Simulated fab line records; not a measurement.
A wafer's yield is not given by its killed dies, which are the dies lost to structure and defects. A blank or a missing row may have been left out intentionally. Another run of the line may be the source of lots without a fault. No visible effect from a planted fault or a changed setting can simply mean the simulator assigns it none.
Matching of chambers + flow n5-finfet + N5_DUMMY_GATE_ETCH_42 on rie-diel-02 has 3 sister chambers
The step etches SiO2 in CHF3/O2, target depth 3.5 nm, time 31 s. 14 wafers are shown with their chamber, then 4 later ones without.

## WAFERS WITH THEIR CHAMBER
| wafer  | chamber | drypump-motor-current-A (A) | showerhead-plenum-p-Torr (Torr) | throttle-valve-pct (%) |
|--------|---------|-----------------------------|---------------------------------|------------------------|
| L075.1 | 2       | 6.5                         | 2.34                            | 18.97                  |
| L075.3 | 1       | 5.6                         | 2.56                            | 18.40                  |
| L075.6 | 2       | 6.5                         | 2.34                            | 18.97                  |
| L081.2 | 3       | 5.8                         | 2.57                            | 18.32                  |
| L081.3 | 2       | 6.5                         | 2.33                            | 19.01                  |
| L081.4 | 3       | 5.9                         | 2.57                            | 18.32                  |
| L088.1 | 2       | 6.5                         | 2.33                            | 19.03                  |
| L088.2 | 1       | 5.6                         | 2.55                            | 18.42                  |
| L088.6 | 1       | 5.6                         | 2.56                            | 18.43                  |
| L090.3 | 2       | 6.5                         | 2.33                            | 19.02                  |
| L090.4 | 1       | 5.6                         | 2.55                            | 18.43                  |
| L090.6 | 1       | 5.6                         | 2.55                            | 18.44                  |
| L091.1 | 2       | 6.5                         | 2.33                            | 19.03                  |
| L091.3 | 3       | 5.8                         | 2.56                            | 18.36                  |

SIGNATURES (means of the wafers above)
| reading                  | chamber 1 | chamber 2 | chamber 3 | scatter within a chamber |
|--------------------------|-----------|-----------|-----------|--------------------------|
| drypump-motor-current-A  | 5.600     | 6.500     | 5.833     | 0.0246                   |
| showerhead-plenum-p-Torr | 2.5540    | 2.3333    | 2.5667    | 0.00539                  |
| throttle-valve-pct       | 18.4240   | 19.0050   | 18.3333   | 0.0232                   |
Rule: for each reading, subtract the chamber's mean from the wafer's reading, divide by that reading's scatter and square the result; add these up over the readings and take the root, which gives the wafer's distance from the chamber. The wafer belongs to the nearest chamber; if the next one is less than 2 further off, it can't be placed. The scatter is the square root of a quotient: the sum, over the shown wafers, of each reading's squared deviation from its chamber's mean, divided by wafers minus chambers.

## WAFERS WITHOUT THEIR CHAMBER
| wafer  | drypump-motor-current-A (A) | showerhead-plenum-p-Torr (Torr) | throttle-valve-pct (%) |
|--------|-----------------------------|---------------------------------|------------------------|
| L095.3 | 5.6                         | 2.55                            | 18.45                  |
| L096.1 | 5.9                         | 2.56                            | 18.36                  |
| L096.2 | 5.6                         | 2.55                            | 18.44                  |
| L096.5 | 5.9                         | 2.56                            | 18.39                  |

## THE CHAMBER EACH PASSED THROUGH
| wafer  | from the rows above | in truth |
|--------|---------------------|----------|
| L095.3 | 1                   | 1        |
| L096.1 | 3                   | 3        |
| L096.2 | 1                   | 1        |
| L096.5 | 3                   | 3        |
Placed correctly: 4 of 4. From these rows, 0 cannot be placed. Placed wrongly: 0.
